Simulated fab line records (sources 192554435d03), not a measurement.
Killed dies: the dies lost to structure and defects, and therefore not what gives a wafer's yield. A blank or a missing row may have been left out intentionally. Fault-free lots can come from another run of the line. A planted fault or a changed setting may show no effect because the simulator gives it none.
Matching of chambers    flow n5_finfet    3 sister chambers for N5_BEOL_M7_DEP_56 on pecvd-01
The step deposits SiCN from 3MS/NH3, target thk 10 nm, time 17.5 s. 16 wafers are shown with their chamber, then 8 later ones without.

== EACH WAFER AND ITS CHAMBER ==
wafer   chamber  showerhead_plenum_p_Torr (Torr)  throttle_valve_pct (%)
L075.2  0        3.651                            9.0
L075.3  2        3.653                            8.9
L075.5  0        3.646                            9.3
L077.1  1        3.659                            8.6
L077.2  2        3.659                            8.9
L077.6  2        3.649                            8.9
L085.3  2        3.649                            9.1
L085.4  1        3.666                            8.9
L085.5  2        3.650                            8.9
L086.1  1        3.669                            8.8
L086.2  0        3.656                            9.1
L086.5  0        3.645                            8.8
L088.1  0        3.641                            9.1
L088.2  2        3.657                            9.1
L088.6  0        3.651                            8.8
L089.1  1        3.663                            8.8

SIGNATURES (means of the wafers above)
reading                   chamber 0  chamber 1  chamber 2  scatter within a chamber
showerhead_plenum_p_Torr  3.64833    3.66425    3.65283    0.00473
throttle_valve_pct        9.017      8.775      8.967      0.149
Rule: a wafer's distance from a chamber is the root of the sum, over the readings, of the square of ((its reading less the chamber's mean) divided by the reading's scatter). If the next closest chamber is less than 2 further off than the closest, the wafer can't be placed; otherwise it belongs to the closest. The scatter: the root of (the sum of the squares of (reading less its chamber's mean) over the shown wafers, divided by (wafers less chambers)).

== WAFERS WHOSE CHAMBER IS MISSING ==
wafer   showerhead_plenum_p_Torr (Torr)  throttle_valve_pct (%)
L089.2  3.659                            9.3
L089.4  3.662                            8.8
L096.1  3.642                            9.2
L096.2  3.644                            9.0
L096.5  3.655                            9.2
L097.2  3.664                            8.9
L097.3  3.646                            9.1
L097.4  3.671                            8.8

== WHICH CHAMBER EACH ONE RAN IN ==
wafer   from the rows above           in truth
L089.2  can't be placed: 2 or 0 or 1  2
L089.4  can't be placed: 1 or 2       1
L096.1  can't be placed: 0 or 2       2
L096.2  can't be placed: 0 or 2       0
L096.5  can't be placed: 2 or 0 or 1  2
L097.2  can't be placed: 1 or 2       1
L097.3  can't be placed: 0 or 2       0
L097.4  1                             1
Correctly placed: 1 of 8. Not placeable from these rows: 7 (in 7, the candidates include the true chamber). Wrongly placed: 0.
